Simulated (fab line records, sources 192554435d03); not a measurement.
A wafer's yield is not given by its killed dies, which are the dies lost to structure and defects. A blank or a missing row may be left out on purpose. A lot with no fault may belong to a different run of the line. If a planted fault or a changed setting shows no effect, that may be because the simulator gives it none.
Chamber matching :: flow n5 finfet :: N5_BEOL_M3_ILD_DEP_00 on pecvd-04 has 3 sister chambers
The step deposits SiOC from DEMS/O2, target thk 79 nm, time 15.3 s. 17 wafers are shown with their chamber, then 8 later ones without.

WAFERS WITH THEIR CHAMBER
wafer: L958.1
chamber: 0
throttle valve pct (%): 12.3
heater power w (W): 368
showerhead plenum p Torr (Torr): 5.733

wafer: L958.2
chamber: 2
throttle valve pct (%): 11.3
heater power w (W): 411
showerhead plenum p Torr (Torr): 5.710

wafer: L958.6
chamber: 0
throttle valve pct (%): 12.5
heater power w (W): 376
showerhead plenum p Torr (Torr): 5.738

wafer: L959.3
chamber: 2
throttle valve pct (%): 11.6
heater power w (W): 479
showerhead plenum p Torr (Torr): 5.694

wafer: L959.6
chamber: 0
throttle valve pct (%): 12.3
heater power w (W): 384
showerhead plenum p Torr (Torr): 5.731

wafer: L961.3
chamber: 2
throttle valve pct (%): 11.3
heater power w (W): 451
showerhead plenum p Torr (Torr): 5.714

wafer: L961.5
chamber: 0
throttle valve pct (%): 12.5
heater power w (W): 393
showerhead plenum p Torr (Torr): 5.703

wafer: L960.1
chamber: 0
throttle valve pct (%): 12.3
heater power w (W): 369
showerhead plenum p Torr (Torr): 5.727

wafer: L960.5
chamber: 1
throttle valve pct (%): 12.2
heater power w (W): 373
showerhead plenum p Torr (Torr): 5.699

wafer: L968.1
chamber: 2
throttle valve pct (%): 11.4
heater power w (W): 458
showerhead plenum p Torr (Torr): 5.717

wafer: L968.4
chamber: 1
throttle valve pct (%): 12.4
heater power w (W): 367
showerhead plenum p Torr (Torr): 5.680

wafer: L969.1
chamber: 2
throttle valve pct (%): 11.6
heater power w (W): 470
showerhead plenum p Torr (Torr): 5.728

wafer: L969.2
chamber: 0
throttle valve pct (%): 12.5
heater power w (W): 385
showerhead plenum p Torr (Torr): 5.710

wafer: L969.4
chamber: 0
throttle valve pct (%): 12.6
heater power w (W): 371
showerhead plenum p Torr (Torr): 5.708

wafer: L971.2
chamber: 2
throttle valve pct (%): 11.4
heater power w (W): 482
showerhead plenum p Torr (Torr): 5.697

wafer: L971.3
chamber: 2
throttle valve pct (%): 11.5
heater power w (W): 487
showerhead plenum p Torr (Torr): 5.708

wafer: L971.5
chamber: 2
throttle valve pct (%): 11.2
heater power w (W): 478
showerhead plenum p Torr (Torr): 5.716

SIGNATURES (averages over the wafers above)
reading: throttle valve pct
chamber 0: 12.429
chamber 1: 12.300
chamber 2: 11.412
scatter within a chamber: 0.137

reading: heater power w
chamber 0: 378.00
chamber 1: 370.00
chamber 2: 464.50
scatter within a chamber: 18.7

reading: showerhead plenum p Torr
chamber 0: 5.72143
chamber 1: 5.68950
chamber 2: 5.71050
scatter within a chamber: 0.0126
Rule: for a wafer and a chamber, the distance is found by dividing, reading by reading, the gap between the wafer's reading and the chamber's mean by the reading's scatter, squaring, summing and taking the root. If the next closest chamber is less than 2 further off than the closest, the wafer can't be placed; otherwise it belongs to the closest. The scatter: take each reading less its chamber's mean, square it, sum over the shown wafers, divide by the number of wafers less the number of chambers, and take the root.

WAFERS WITHOUT THEIR CHAMBER
wafer: L970.1
throttle valve pct (%): 12.3
heater power w (W): 419
showerhead plenum p Torr (Torr): 5.681

wafer: L970.5
throttle valve pct (%): 12.1
heater power w (W): 427
showerhead plenum p Torr (Torr): 5.699

wafer: L970.6
throttle valve pct (%): 11.6
heater power w (W): 483
showerhead plenum p Torr (Torr): 5.720

wafer: L972.1
throttle valve pct (%): 12.2
heater power w (W): 374
showerhead plenum p Torr (Torr): 5.691

wafer: L972.3
throttle valve pct (%): 11.7
heater power w (W): 456
showerhead plenum p Torr (Torr): 5.688

wafer: L972.4
throttle valve pct (%): 12.3
heater power w (W): 318
showerhead plenum p Torr (Torr): 5.728

wafer: L979.1
throttle valve pct (%): 12.4
heater power w (W): 436
showerhead plenum p Torr (Torr): 5.690

wafer: L979.5
throttle valve pct (%): 12.3
heater power w (W): 443
showerhead plenum p Torr (Torr): 5.694

EACH ONE'S CHAMBER
wafer: L970.1
from the rows above: can't be placed: 1 or 0
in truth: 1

wafer: L970.5
from the rows above: can't be placed: 1 or 0
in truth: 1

wafer: L970.6
from the rows above: 2
in truth: 2

wafer: L972.1
from the rows above: 1
in truth: 1

wafer: L972.3
from the rows above: 2
in truth: 2

wafer: L972.4
from the rows above: can't be placed: 0 or 1
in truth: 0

wafer: L979.1
from the rows above: can't be placed: 1 or 0
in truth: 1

wafer: L979.5
from the rows above: can't be placed: 1 or 0
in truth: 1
Placed correctly: 3 of 8. From these rows, 5 cannot be placed; in 5 the true chamber is one of the candidates. Placed wrongly: 0.
